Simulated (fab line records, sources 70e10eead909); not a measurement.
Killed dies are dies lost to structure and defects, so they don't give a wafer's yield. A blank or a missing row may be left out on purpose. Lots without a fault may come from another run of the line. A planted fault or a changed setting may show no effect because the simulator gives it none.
fab line records | flow nand_harc
record lots=24 wafers=72 last_day=25
route steps=1159 shown A_CONTACT@868
lots that met no fault: from a run of the same line without faults
start_h: hours from the record's first day to the start of the lot's first wafer shown | wait_h: hours since the lot's step before | " the same as in the row above | L1.1+2: a row that stands for several wafers | - no value, or no start given | * or withheld: withheld | < > ~ a bound
route shown NAME@n: a module of which the file shows steps, and the number in the route of the first | usual: mean/standard deviation of fault-free wafers | same: alike in all rows | chamber/n: place in a boat | sites: the reading at each site | _std_site: their standard deviation | _edge_site: outer sites' mean less inner sites' | radius_mm: how far each site lies from the wafer's centre | mask NAME#n: copy n | behind: the tool/chamber that last shaped the wafer | hold: why the lot was held/for how many hours/how that ended | device: the transistor (n, p or np) that didn't switch | end of line: the same wafers' tests at the end of the route | a step without rows: its recipe alone | killed: dies lost to structure and defects at the first sort, not the wafer's yield | map: a wafer's dies, x killed, . not, _ none there
set.NAME: the setting as run; set.NAME@STEP: as run at that earlier step | model.NAME: the simulator's own value behind a step, which no gauge read
steps of the route over a sample of lots; a table a step, a row a wafer
services: from which hour (start_h, from the record's first day; less than 0 if before it) a tool's chamber was out of use, for how many hours, and why
## steps
# step NHARC_A_CONTACT_ETCH_117
# recipe source_w=withheld pressure_mtorr=20 bias_v=3000 time_s=94 target_depth_a=9220 ar_flow_sccm=withheld c4f8_flow_sccm=withheld o2_flow_sccm=withheld chemistry=C4F8/O2/Ar
# columns lot.wafer tool chamber start_h wait_h rf_hours_counter_h
L075.1 har_cap_etch-03 0 372.04 0.1 82
L075.2 " 1 " " 82
L075.3 " 0 " " -
L074.1 har_cap_etch-02 0 373.38 0.1 11
L074.6 " 0 " " -
L074.5 " 1 " " -
L077.1 har_cap_etch-01 0 379.16 0.1 53
L077.2 " 1 " " 53
L077.6 " 1 " " -
L076.1 har_cap_etch-01 0 383.21 0.1 55
L076.3 " 0 " " -
L076.5 " 0 " " -
L079.2 har_cap_etch-02 1 385.13 0.1 14
L079.3 " 0 " " -
L079.6 " 1 " " -
L078.4 har_cap_etch-03 1 401.26 0.1 -
L078.3 " 0 " " -
L078.6 " 0 " " -
L081.3 har_cap_etch-01 1 411.17 0.1 -
L081.4 " 0 " " -
L081.6 " 0 " " -
L080.2 har_cap_etch-01 1 421.40 0.1 60
L080.4 " 0 " " -
L080.3 " 1 " " -
L083.2 har_cap_etch-03 1 422.51 0.1 90
L083.1 " 0 " " 90
L083.5 " 0 " " -
L084.1 har_cap_etch-02 0 428.68 0.1 20
L084.5 " 1 " " -
L084.6 " 0 " " -
L082.1 har_cap_etch-01 0 429.61 0.1 62
L082.2 " 1 " " 62
L082.5 " 0 " " -
L086.1 har_cap_etch-01 1 460.65 0.1 65
L086.3 " 1 " " -
L086.5 " 1 " " -
L087.2 har_cap_etch-03 1 461.36 0.1 95
L087.1 " 0 " " 95
L087.3 " 1 " " -
L088.2 har_cap_etch-02 1 463.62 0.1 25
L088.1 " 0 " " 25
L088.4 " 1 " " -
L085.2 har_cap_etch-01 1 465.06 0.1 66
L085.5 " 1 " " -
L085.6 " 0 " " -
L090.1 har_cap_etch-02 1 473.06 0.1 27
L090.3 " 0 " " -
L090.5 " 1 " " -
L091.4 har_cap_etch-02 1 477.49 0.1 -
L091.6 " 0 " " -
L091.5 " 1 " " -
L089.3 har_cap_etch-01 1 477.95 0.1 -
L089.6 " 1 " " -
L089.5 " 0 " " -
L092.1 har_cap_etch-01 1 485.78 0.1 70
L092.3 " 1 " " -
L092.4 " 0 " " -
L094.1 har_cap_etch-02 0 497.90 0.1 32
L094.3 " 0 " " -
L094.6 " 1 " " -
L093.1 har_cap_etch-03 1 499.89 0.1 104
L093.4 " 0 " " -
L093.3 " 1 " " -
L095.3 har_cap_etch-01 0 509.21 0.1 -
L095.5 " 0 " " -
L095.6 " 1 " " -
L096.2 har_cap_etch-02 1 509.80 0.1 35
L096.1 " 0 " " 35
L096.3 " 1 " " -
L097.1 har_cap_etch-02 1 522.48 0.1 37
L097.3 " 1 " " -
L097.4 " 0 " " -
# step NHARC_A_CONTACT_DEP_57
# recipe target_thk_a=28000 temp_c=400 material=aC
# usual throttle_valve_pct=35.000/0.0093
# columns lot.wafer tool chamber start_h wait_h throttle_valve_pct
L075.1 acl_dep-01 0 376.80 - 35.000
L075.2 " 0 " " 35.014
L075.3 " 0 " " 35.009
L074.1 acl_dep-02 0 378.26 - 34.994
L074.5 " 0 379.41 - 35.009
L074.6 " 0 " " 34.998
L077.1 acl_dep-03 0 382.24 - 34.988
L077.2 " 0 " " 35.002
L077.6 " 0 383.67 - 35.012
L076.1 acl_dep-02 0 386.39 - 35.008
L076.3 " 0 " " 35.005
L076.5 " 0 " " 34.997
L079.2 acl_dep-03 0 387.94 - 35.010
L079.3 " 0 " " 35.006
L079.6 " 0 " " 35.000
L078.3 acl_dep-03 0 404.17 - 35.007
L078.4 " 0 " " 34.997
L078.6 " 0 " " 35.018
L081.3 acl_dep-02 0 416.48 - 34.990
L081.4 " 0 " " 34.985
L081.6 " 0 " " 35.012
L080.2 acl_dep-03 0 426.84 - 35.005
L080.3 " 0 " " 35.003
L080.4 " 0 " " 34.985
L083.1 acl_dep-03 0 428.26 - 34.999
L083.2 " 0 " " 35.000
L083.5 " 0 " " 34.984
L084.1 acl_dep-01 0 430.97 - 35.008
L084.5 " 0 432.08 - 35.001
L084.6 " 0 " " 35.002
L082.1 acl_dep-03 0 432.28 - 34.999
L082.2 " 0 " " 35.020
L082.5 " 0 " " 35.008
L086.1 acl_dep-01 0 463.60 - 35.006
L086.3 " 0 " " 34.990
L086.5 " 0 " " 35.009
L087.1 acl_dep-03 0 464.71 - 35.010
L087.2 " 0 " " 34.999
L087.3 " 0 " " 34.992
L088.1 acl_dep-01 0 466.23 - 35.004
L088.2 " 0 " " 34.994
L088.4 " 0 " " 35.012
L085.2 acl_dep-03 0 467.66 - 34.986
L085.5 " 0 " " 34.984
L085.6 " 0 " " 34.990
L090.1 acl_dep-02 0 478.61 - 34.992
L090.3 " 0 " " 34.993
L090.5 " 0 " " 34.987
L091.4 acl_dep-02 0 483.01 - 34.987
L091.5 " 0 " " 34.992
L091.6 " 0 " " 35.012
L089.3 acl_dep-03 0 483.49 - 35.002
L089.5 " 0 " " 35.008
L089.6 " 0 " " 34.996
L092.1 acl_dep-03 0 490.98 - 35.002
L092.3 " 0 " " 35.003
L092.4 " 0 " " 34.995
L094.1 acl_dep-03 0 500.22 - 34.992
L094.3 " 0 " " 34.985
L094.6 " 0 " " 35.010
L093.1 acl_dep-01 0 502.61 - 35.022
L093.3 " 0 " " 34.995
L093.4 " 0 " " 34.997
L095.3 acl_dep-03 0 512.73 - 35.002
L095.5 " 0 " " 35.005
L095.6 " 0 " " 35.015
L096.1 acl_dep-01 0 512.96 - 35.006
L096.2 " 0 " " 34.984
L096.3 " 0 " " 35.011
L097.1 acl_dep-03 0 525.13 - 34.997
L097.3 " 0 " " 34.997
L097.4 " 0 " " 34.997
# step NHARC_A_CONTACT_CD_MEAS_69
# recipe target_cd_nm=200 landing_energy_ev=500
# usual cd_nm=200.3/0.77
# columns lot.wafer tool chamber start_h wait_h cd_nm
L075.1 cd_sem-01 0 379.11 - 199.1
L075.2 " 0 " " 198.7
L075.3 " 0 " " 199.5
L074.1 cd_sem-01 0 380.62 - 200.7
L074.5 " 0 " " 200.6
L074.6 " 0 " " 201.2
L077.1 cd_sem-02 0 384.71 - 200.2
L077.2 " 0 " " 198.7
L077.6 " 0 " " 200.7
L076.1 cd_sem-02 0 388.85 - 200.9
L076.3 " 0 " " 201.0
L076.5 " 0 " " 200.8
L079.2 cd_sem-02 0 390.03 - 201.3
L079.3 " 0 " " 201.3
L079.6 " 0 " " 201.2
L078.3 cd_sem-01 0 406.06 - 199.3
L078.4 " 0 " " 199.0
L078.6 " 0 " " 199.5
L081.3 cd_sem-01 0 418.36 - 200.1
L081.4 " 0 " " 200.8
L081.6 " 0 " " 201.5
L080.2 cd_sem-01 0 429.01 - 200.1
L080.3 " 0 " " 201.4
L080.4 " 0 " " 200.5
L083.1 cd_sem-03 0 430.62 - 201.4
L083.2 " 0 " " 200.8
L083.5 " 0 " " 201.1
L084.1 cd_sem-03 0 433.38 - 199.3
L084.5 " 0 " " 200.3
L084.6 " 0 " " 199.7
L082.1 cd_sem-01 0 434.77 - 199.7
L082.2 " 0 " " 200.3
L082.5 " 0 " " 199.9
L086.1 cd_sem-02 0 466.10 - 200.9
L086.3 " 0 " " 201.7
L086.5 " 0 " " 200.9
L087.1 cd_sem-01 0 467.18 - 200.8
L087.2 " 0 " " 199.6
L087.3 " 0 " " 200.5
L088.1 cd_sem-03 0 468.58 - 200.8
L088.2 " 0 " " 200.9
L088.4 " 0 " " 201.5
L085.2 cd_sem-02 0 469.84 - 200.5
L085.5 " 0 " " 200.5
L085.6 " 0 " " 201.1
L090.1 cd_sem-02 0 481.06 - 201.3
L090.3 " 0 " " 200.0
L090.5 " 0 " " 200.8
L091.4 cd_sem-01 0 484.62 - 199.2
L091.5 " 0 " " 199.1
L091.6 " 0 " " 199.4
L089.3 cd_sem-03 0 485.26 - 200.9
L089.5 " 0 " " 200.9
L089.6 " 0 " " 199.9
L092.1 cd_sem-02 0 493.32 - 201.3
L092.3 " 0 " " 201.0
L092.4 " 0 " " 200.8
L094.1 cd_sem-03 0 502.68 - 199.9
L094.3 " 0 " " 199.0
L094.6 " 0 " " 200.9
L093.1 cd_sem-01 0 504.95 - 199.0
L093.3 " 0 " " 199.4
L093.4 " 0 " " 200.0
L095.3 cd_sem-01 0 514.68 - 200.4
L095.5 " 0 " " 199.7
L095.6 " 0 " " 199.8
L096.1 cd_sem-01 0 515.32 - 201.2
L096.2 " 0 " " 200.2
L096.3 " 0 " " 199.5
L097.1 cd_sem-02 0 527.57 - 199.9
L097.3 " 0 " " 200.5
L097.4 " 0 " " 201.8
# step NHARC_A_CONTACT_ETCH_97
# recipe target_depth_a=200 over_etch_frac=0.5 time_s=10 ion_energy_ev=250 c4f6_flow_sccm=25 o2_flow_sccm=20 ar_flow_sccm=500 rf_w=600 bias_w=500 chemistry=C4F6/O2
# usual drypump_motor_current_A=5.7/0.41 oes_product_au=0.961/0.029 rf_vpp_V=546.8/2.8 showerhead_plenum_p_Torr=3.92/0.13 throttle_valve_pct=26.904/0.009
# same over_etch_frac=0.5
# columns lot.wafer tool chamber start_h wait_h drypump_motor_current_A oes_product_au rf_hours_counter_h rf_vpp_V showerhead_plenum_p_Torr throttle_valve_pct
L075.1 rie_diel-06 0 - - 5.7 0.909 53 546.4 3.89 26.900
L075.2 " 1 " " 5.0 0.936 50 545.8 3.86 26.902
L075.3 " 2 " " 5.9 0.937 53 545.0 3.86 26.903
L074.1 rie_diel-13 3 - - 5.9 0.935 23 547.6 3.96 26.913
L074.5 " 0 " " 5.7 0.911 - 540.9 3.65 26.911
L074.6 " 1 " " 5.6 0.923 - 549.4 4.08 26.889
L077.2 rie_diel-01 0 - - 5.9 0.927 27 548.4 4.02 26.912
L077.1 " 2 " " 5.2 0.961 25 549.0 4.00 26.903
L077.6 " 3 " " 6.6 0.934 - 549.4 4.06 26.914
L076.1 rie_diel-01 0 - - 5.8 0.991 28 548.9 4.02 26.910
L076.3 " 1 " " 5.0 1.017 26 545.0 3.82 26.907
L076.5 " 1 " " 5.0 1.023 - 545.3 3.82 26.893
L079.3 rie_diel-13 2 393.59 0.1 5.9 0.959 26 547.6 3.88 26.915
L079.2 " 0 " " 5.6 0.929 26 539.8 3.65 26.921
L079.6 " 2 " " 5.8 0.974 - 546.0 3.88 26.892
L078.3 rie_diel-01 0 - - 5.9 0.990 31 550.6 4.02 26.906
L078.4 " 1 " " 5.0 1.021 34 545.4 3.82 26.889
L078.6 " 2 " " 5.2 1.009 - 549.4 3.99 26.906
L081.4 rie_diel-13 3 - - 5.8 0.943 32 546.8 3.95 26.893
L081.3 " 0 " " 5.6 0.931 33 541.6 3.65 26.895
L081.6 " 3 " " 5.8 0.942 - 546.5 3.95 26.901
L080.2 rie_diel-06 1 - - 5.1 1.001 2 545.9 3.85 26.891
L080.4 " 2 " " 5.9 1.004 2 546.4 3.85 26.899
L080.3 " 3 " " 6.4 0.992 1 545.6 3.84 26.904
L083.2 rie_diel-13 0 - - 5.6 0.938 35 540.3 3.65 26.912
L083.1 " 1 " " 5.6 0.938 30 549.7 4.08 26.907
L083.5 " 0 " " 5.7 0.951 - 540.5 3.65 26.915
L084.1 rie_diel-13 3 - - 5.9 0.947 36 546.6 3.95 26.894
L084.6 " 0 " " 5.7 0.963 - 540.5 3.65 26.897
L084.5 " 1 " " 5.6 0.950 - 551.0 4.08 26.909
L082.1 rie_diel-13 0 - - 5.7 0.959 36 539.8 3.65 26.909
L082.2 " 1 " " 5.6 0.962 31 548.8 4.08 26.908
L082.5 " 3 " " 5.9 0.950 - 546.4 3.95 26.894
L086.3 rie_diel-13 1 - - 5.5 0.937 2 549.6 4.08 26.906
L086.1 " 2 " " 5.9 0.951 3 545.9 3.87 26.910
L086.5 " 1 " " 5.5 0.929 - 550.8 4.08 26.913
L087.2 rie_diel-01 3 - - 6.6 0.976 55 551.1 4.04 26.913
L087.1 " 0 " " 5.9 0.998 53 548.9 4.01 26.908
L087.3 " 1 " " 5.0 1.021 56 543.7 3.80 26.895
L088.2 rie_diel-06 2 - - 5.9 0.956 18 546.0 3.84 26.898
L088.1 " 0 " " 5.7 0.931 22 546.1 3.87 26.895
L088.4 " 1 " " 5.1 0.956 18 543.6 3.85 26.921
L085.2 rie_diel-13 1 - - 5.6 0.927 3 551.1 4.08 26.907
L085.6 " 2 " " 5.8 0.944 - 546.8 3.87 26.909
L085.5 " 3 " " 5.9 0.962 - 547.2 3.95 26.900
L090.3 rie_diel-01 1 - - 5.0 1.020 58 544.9 3.80 26.904
L090.1 " 2 " " 5.2 1.008 55 546.6 3.98 26.894
L090.5 " 0 " " 5.8 0.987 - 549.1 4.01 26.900
L091.4 rie_diel-13 3 - - 5.8 0.965 7 547.3 3.94 26.918
L091.5 " 3 " " 5.8 0.949 - 547.5 3.94 26.909
L091.6 " 0 " " 5.7 0.934 - 552.2 4.22 26.907
L089.3 rie_diel-06 3 - - 6.4 0.940 26 544.7 3.82 26.907
L089.5 " 1 " " 5.1 0.959 - 545.9 3.84 26.892
L089.6 " 2 " " 5.9 0.964 - 544.7 3.84 26.915
L092.4 rie_diel-06 1 - - 5.1 0.944 24 546.5 3.84 26.906
L092.3 " 2 " " 5.9 0.945 25 545.0 3.84 26.901
L092.1 " 3 " " 6.4 0.932 29 544.6 3.82 26.911
L094.3 rie_diel-06 1 - - 5.1 0.980 27 546.2 3.84 26.898
L094.1 " 2 " " 5.9 0.967 28 545.6 3.84 26.892
L094.6 " 0 " " 5.7 0.946 - 544.3 3.86 26.911
L093.1 rie_diel-01 0 - - 5.9 1.010 5 548.9 4.00 26.895
L093.3 " 2 " " 5.2 1.003 4 547.6 3.98 26.923
L093.4 " 3 " " 6.6 1.010 5 549.3 4.04 26.892
L095.3 rie_diel-01 3 - - 6.6 0.938 9 549.2 4.04 26.892
L095.5 " 0 " " 5.9 0.953 - 547.7 4.00 26.891
L095.6 " 1 " " 5.0 0.961 - 543.8 3.80 26.906
L096.1 rie_diel-13 3 - - 5.9 0.982 14 547.1 3.94 26.899
L096.3 " 1 " " 5.6 0.943 14 550.3 4.07 26.891
L096.2 " 2 " " 5.9 0.966 15 545.7 3.87 26.915
L097.1 rie_diel-13 3 - - 5.9 0.959 17 547.1 3.94 26.899
L097.3 " 0 " " 5.7 0.928 16 551.9 4.22 26.901
L097.4 " 1 " " 5.5 0.938 17 548.4 4.07 26.896
# step NHARC_A_CONTACT_STRIP_82
# recipe o2_flow_sccm=500 ar_flow_sccm=0 bias_w=0 chemistry=O2
# usual drypump_motor_current_A=5.7/0.33 oes_product_au=1.001/0.013 rf_vpp_V=57.8/0.94 showerhead_plenum_p_Torr=3.54/0.13 throttle_valve_pct=17.037/0.0086
# columns lot.wafer tool chamber start_h wait_h drypump_motor_current_A oes_product_au rf_hours_counter_h rf_vpp_V showerhead_plenum_p_Torr throttle_valve_pct
L075.3 rie_diel-13 1 - - 5.6 0.994 20 58.2 3.68 17.043
L075.2 " 3 " " 5.9 0.990 23 57.8 3.56 17.042
L075.1 " 0 " " 5.7 0.985 23 57.5 3.28 17.036
L074.1 rie_diel-13 3 - - 5.9 0.996 24 57.2 3.56 17.023
L074.5 " 3 " " 5.9 0.995 - 58.4 3.56 17.015
L074.6 " 0 " " 5.7 0.980 - 56.6 3.28 17.051
L077.2 rie_diel-01 1 - - 5.0 1.027 25 58.0 3.43 17.043
L077.1 " 2 " " 5.2 1.003 25 57.7 3.60 17.040
L077.6 " 0 " " 5.9 0.999 - 57.8 3.62 17.035
L076.3 rie_diel-01 2 - - 5.2 1.014 26 56.8 3.60 17.037
L076.1 " 3 " " 6.6 0.993 28 59.0 3.65 17.039
L076.5 " 3 " " 6.6 0.992 - 57.6 3.65 17.053
L079.3 rie_diel-13 0 - - 5.7 0.978 26 56.9 3.28 17.028
L079.2 " 2 " " 5.8 1.015 26 57.5 3.49 17.032
L079.6 " 0 " " 5.7 0.968 - 57.8 3.28 17.047
L078.4 rie_diel-13 2 - - 5.8 1.014 29 58.6 3.49 17.035
L078.3 " 3 " " 5.9 0.994 30 60.1 3.56 17.041
L078.6 " 1 " " 5.6 0.993 - 56.9 3.67 17.028
L081.4 rie_diel-13 2 - - 5.8 1.021 32 58.8 3.49 17.045
L081.3 " 0 " " 5.7 0.991 33 56.7 3.28 17.047
L081.6 " 2 " " 5.8 1.024 - 55.7 3.49 17.036
L080.2 rie_diel-13 2 - - 5.9 1.016 34 56.9 3.48 17.027
L080.4 " 0 " " 5.7 1.006 34 56.9 3.27 17.042
L080.3 " 1 " " 5.6 0.998 29 57.9 3.67 17.034
L083.2 rie_diel-13 2 - - 5.9 1.018 34 56.8 3.48 17.042
L083.1 " 3 " " 5.9 0.996 35 57.6 3.55 17.051
L083.5 " 3 " " 5.9 1.009 - 58.0 3.55 17.037
L084.1 rie_diel-13 0 - - 5.7 1.004 36 56.3 3.27 17.046
L084.5 " 0 " " 5.7 0.993 - 58.4 3.27 17.032
L084.6 " 1 " " 5.5 0.984 - 57.5 3.67 17.042
L082.2 rie_diel-06 0 - - 5.6 0.991 5 59.0 3.49 17.045
L082.1 " 1 " " 5.1 0.991 5 58.5 3.46 17.029
L082.5 " 3 " " 6.4 1.000 - 56.1 3.45 17.027
L086.1 rie_diel-13 0 - - 5.7 0.995 2 59.5 3.81 17.040
L086.3 " 1 " " 5.6 0.992 2 56.2 3.67 17.049
L086.5 " 3 " " 5.8 1.013 - 59.0 3.55 17.036
L087.3 rie_diel-13 2 - - 5.9 0.987 3 58.1 3.48 17.048
L087.1 " 3 " " 5.8 1.016 2 56.7 3.55 17.046
L087.2 " 0 " " 5.7 0.990 2 59.0 3.81 17.032
L088.2 rie_diel-06 3 - - 6.4 0.995 22 59.8 3.44 17.038
L088.4 " 1 " " 5.1 0.999 18 57.2 3.46 17.036
L088.1 " 2 " " 5.9 1.009 19 58.6 3.45 17.028
L085.2 rie_diel-13 3 - - 5.9 1.022 3 57.5 3.55 17.047
L085.6 " 0 " " 5.7 0.997 - 57.6 3.81 17.031
L085.5 " 1 " " 5.6 0.988 - 57.8 3.67 17.046
L090.3 rie_diel-06 1 - - 5.1 1.008 21 58.6 3.45 17.035
L090.1 " 2 " " 5.9 1.014 21 57.0 3.45 17.032
L090.5 " 2 " " 5.9 1.010 - 58.4 3.45 17.043
L091.5 rie_diel-01 2 - - 5.2 1.008 - 56.6 3.58 17.052
L091.4 " 0 " " 5.8 0.988 - 57.1 3.60 17.038
L091.6 " 1 " " 5.0 1.014 - 57.6 3.41 17.030
L089.3 rie_diel-13 0 - - 5.7 0.995 6 59.2 3.81 17.045
L089.6 " 1 " " 5.5 0.983 - 57.7 3.67 17.037
L089.5 " 2 " " 5.8 0.999 - 57.9 3.48 17.026
L092.1 rie_diel-06 1 - - 5.1 1.002 24 57.3 3.45 17.039
L092.3 " 3 " " 6.4 0.999 29 60.8 3.43 17.039
L092.4 " 0 " " 5.6 0.996 28 57.7 3.48 17.028
L094.3 rie_diel-13 2 - - 5.9 0.992 11 57.8 3.48 17.037
L094.1 " 0 " " 5.6 0.981 10 58.4 3.80 17.045
L094.6 " 2 " " 5.9 0.992 - 57.8 3.48 17.035
L093.1 rie_diel-13 3 - - 5.9 1.023 11 57.3 3.54 17.029
L093.3 " 0 " " 5.7 1.009 11 60.1 3.80 17.032
L093.4 " 1 " " 5.6 1.011 11 58.4 3.66 17.026
L095.3 rie_diel-01 2 - - 5.2 1.012 8 58.1 3.57 17.043
L095.6 " 3 " " 6.6 1.007 - 58.3 3.63 17.031
L095.5 " 0 " " 5.9 1.016 - 57.6 3.60 17.034
L096.2 rie_diel-13 2 - - 5.9 0.994 15 58.0 3.48 17.041
L096.1 " 3 " " 5.9 1.013 14 57.8 3.54 17.042
L096.3 " 0 " " 5.6 0.994 13 57.7 3.80 17.048
L097.4 rie_diel-13 3 - - 5.9 1.010 17 57.9 3.54 17.054
L097.3 " 0 " " 5.7 0.986 16 58.2 3.80 17.034
L097.1 " 1 " " 5.6 0.997 17 58.3 3.66 17.046
# step NHARC_A_CONTACT_DEP_84
# recipe target_thk_a=20000 temp_c=400 material=aC
# usual throttle_valve_pct=35.000/0.0088
# columns lot.wafer tool chamber start_h wait_h throttle_valve_pct
L075.1 acl_dep-03 0 383.96 - 35.003
L075.2 " 0 " " 34.986
L075.3 " 0 " " 34.986
L074.1 acl_dep-02 0 385.14 - 35.001
L074.5 " 0 " " 34.999
L074.6 " 0 " " 34.992
L077.1 acl_dep-01 0 389.66 - 35.001
L077.2 " 0 " " 35.010
L077.6 " 0 " " 35.005
L076.1 acl_dep-03 0 393.24 - 35.001
L076.3 " 0 " " 35.007
L076.5 " 0 " " 34.993
L079.2 acl_dep-03 0 394.99 - 34.992
L079.3 " 0 " " 34.985
L079.6 " 0 " " 34.997
L078.3 acl_dep-02 0 415.07 - 35.014
L078.4 " 0 " " 35.012
L078.6 " 0 " " 35.008
L081.3 acl_dep-01 0 426.88 - 35.003
L081.4 " 0 " " 35.017
L081.6 " 0 " " 34.985
L080.2 acl_dep-02 0 433.58 - 34.997
L080.3 " 0 " " 34.996
L080.4 " 0 " " 34.997
L083.1 acl_dep-03 0 435.85 - 35.002
L083.2 " 0 " " 35.004
L083.5 " 0 " " 34.999
L084.1 acl_dep-03 0 437.77 - 34.998
L084.5 " 0 " " 35.010
L084.6 " 0 " " 34.995
L082.1 acl_dep-03 0 439.36 - 34.985
L082.2 " 0 " " 34.996
L082.5 " 0 " " 34.978
L086.1 acl_dep-03 0 471.13 - 34.995
L086.3 " 0 " " 35.003
L086.5 " 0 " " 34.999
L087.1 acl_dep-02 0 471.79 - 34.995
L087.2 " 0 " " 34.995
L087.3 " 0 " " 34.992
L088.1 acl_dep-03 0 474.56 - 34.998
L088.2 " 0 " " 34.981
L088.4 " 0 " " 35.003
L085.2 acl_dep-03 0 476.02 - 34.991
L085.5 " 0 " " 35.006
L085.6 " 0 " " 34.986
L090.1 acl_dep-01 0 489.85 - 34.999
L090.3 " 0 " " 35.006
L090.5 " 0 " " 34.996
L091.4 acl_dep-01 0 491.68 - 34.996
L091.5 " 0 " " 34.997
L091.6 " 0 " " 35.009
L089.3 acl_dep-01 0 492.72 - 34.996
L089.5 " 0 " " 34.999
L089.6 " 0 " " 34.993
L092.1 acl_dep-03 0 497.87 - 35.008
L092.3 " 0 " " 35.012
L092.4 " 0 " " 35.007
L094.1 acl_dep-01 0 507.25 - 34.980
L094.3 " 0 " " 35.012
L094.6 " 0 " " 34.998
L093.1 acl_dep-01 0 509.45 - 34.991
L093.3 " 0 " " 34.994
L093.4 " 0 " " 34.991
L095.3 acl_dep-03 0 519.86 - 35.002
L095.5 " 0 " " 35.013
L095.6 " 0 " " 34.991
L096.1 acl_dep-01 0 520.24 - 35.003
L096.2 " 0 " " 34.993
L096.3 " 0 " " 35.007
L097.1 acl_dep-02 0 532.28 - 35.011
L097.3 " 0 " " 34.991
L097.4 " 0 " " 34.985
## services
# columns tool chamber start_h hours kind
acl_dep-02 - 351.66 13.0 pm
rie_diel-13 2 355.42 3.8 repair
rie_diel-13 0 358.79 - clean
rie_diel-13 1 358.79 - clean
rie_diel-13 3 358.79 - clean
rie_diel-13 0 383.29 - clean
rie_diel-13 1 383.29 - clean
rie_diel-13 2 383.29 - clean
rie_diel-13 3 383.29 - clean
rie_diel-13 1 390.38 7.0 repair
rie_diel-01 0 397.52 9.4 repair
rie_diel-13 0 407.79 - clean
rie_diel-13 1 407.79 - clean
rie_diel-13 2 407.79 - clean
acl_dep-03 - 408.31 13.0 pm
rie_diel-06 - 418.30 9.0 pm
rie_diel-01 2 436.81 3.8 repair
rie_diel-01 3 442.06 2.8 repair
rie_diel-13 1 443.64 8.4 repair
rie_diel-13 - 453.03 9.0 pm
rie_diel-01 - 471.56 2.4 repair
acl_dep-01 - 475.03 13.0 pm
rie_diel-01 3 487.87 8.2 repair
rie_diel-01 - 491.80 9.0 pm
## key
fault none
